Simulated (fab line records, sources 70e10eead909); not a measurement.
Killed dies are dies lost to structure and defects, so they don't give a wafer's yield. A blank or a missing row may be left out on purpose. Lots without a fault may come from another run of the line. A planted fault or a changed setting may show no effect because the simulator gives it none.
A struck lot beside a sound one | flow nand_harc | 13 steps out of a route of 1302
Sound: wafers L363.2, L363.3, L363.6. Struck: wafers L371.2, L371.3. (L371.4 of the same lot was not struck and is left out.) The cause comes at the end.
At each step with rows: each side's tool, then ch and its chambers, then its first start. Under that, the readings that differ: sound wafers | struck wafers | difference of the means | sigmas: that difference in standard deviations of wafers without a fault.
alike: readings whose means differ by less than 2 such deviations, and words and numbers that are the same on both sides. not compared: withheld readings, readings that some wafer has no value for, bounds like >300 that may hide the same value, and numbers for which the record gives no deviation and whose values overlap.
The two part at a step that has a row with sigmas, a row that says differs or no value, or rows on one side only. Numbers that don't overlap but have no deviation are shown without sigmas and don't part them. A reading that every wafer of one side lacks parts them only if that side has two wafers or more.

NHARC_A_ZERO_WELL_INSPECT_17:
  sound on defect_inspect-02, day 7 19:46; struck on defect_inspect-02, day 11 06:16
  alike: raw_defect_count
then, 3 steps without rows for these wafers: NHARC_A_SOURCE_PLATE_PRECLEAN_00 (cleans in HF-LAST, time 60 s); NHARC_A_SOURCE_PLATE_SRD_01; NHARC_A_SOURCE_PLATE_OXIDE_02 (material SiO2, target thk 10 nm, ox time 1362 s).
NHARC_A_SOURCE_PLATE_THK_MEAS_09: measures by ellipsometry.
  sound on film_metro-02, day 8 05:34; struck on film_metro-02, day 11 13:04
  alike: thk_nm
then, 3 steps without rows for these wafers: NHARC_A_SOURCE_PLATE_PVD_04 (deposits WSi2, target thk 50 nm); NHARC_A_SOURCE_PLATE_CVD_03 (deposits poly-Si, target thk 200 nm, time 4000 s); NHARC_A_SOURCE_PLATE_ANNEAL_05 (time 1800 s).
NHARC_A_SOURCE_PLATE_THK_MEAS_06: measures by ellipsometry.
  sound on film_metro-01, day 8 19:02; struck on film_metro-01, day 12 04:37
  alike: thk_nm
NHARC_A_SOURCE_PLATE_INSPECT_08:
  sound on defect_inspect-02, day 8 19:08; struck on defect_inspect-02, day 12 04:41
  alike: raw_defect_count
NHARC_A_ONON_D1_DEP_00: target thk 1000 nm.
  sound on pecvd_onon-01 ch 0, day 8 19:16; struck on pecvd_onon-02 ch 0, day 12 04:49
NHARC_A_ONON_D1_THK_MEAS_02: measures by ellipsometry.
  sound on film_metro-02, day 8 19:43; struck on film_metro-01, day 12 05:26
  reading     | sound         | struck    | difference | sigmas
  thk_nm (nm) | 1000 999 1000 | 1561 1561 | +561       | +51
  not compared: hold
-- the record jumps here: 16 days lie between the struck wafers' starts before and after (it left off in module A_ONON_D1 and takes up again in module END, whose first step shown is number 1302 of the route) --
NHARC_END_SORT_01:
  sound on prober-02 ch 0, day 25 04:52; struck on prober-02 ch 0, day 28 08:04
  reading             | sound     | struck                                            | difference                   | sigmas
  hold                | - - -     | await_dispo/6.9h/release await_dispo/6.9h/release | no value on the sound wafers |
  killed_at_array     | 72 68 88  | 671 675                                           | +597                         | +30
  killed_at_periphery | 5 8 12    | 2 1                                               | -7                           | -3
  killed_dies         | 77 77 101 | 677 677                                           | +592                         | +30
  alike: killed_at_other, killed_open, killed_short

WHERE THEY PART
First at NHARC_A_ONON_D1_THK_MEAS_02; last, within this record, at NHARC_END_SORT_01.

WHY: what the simulator had put in
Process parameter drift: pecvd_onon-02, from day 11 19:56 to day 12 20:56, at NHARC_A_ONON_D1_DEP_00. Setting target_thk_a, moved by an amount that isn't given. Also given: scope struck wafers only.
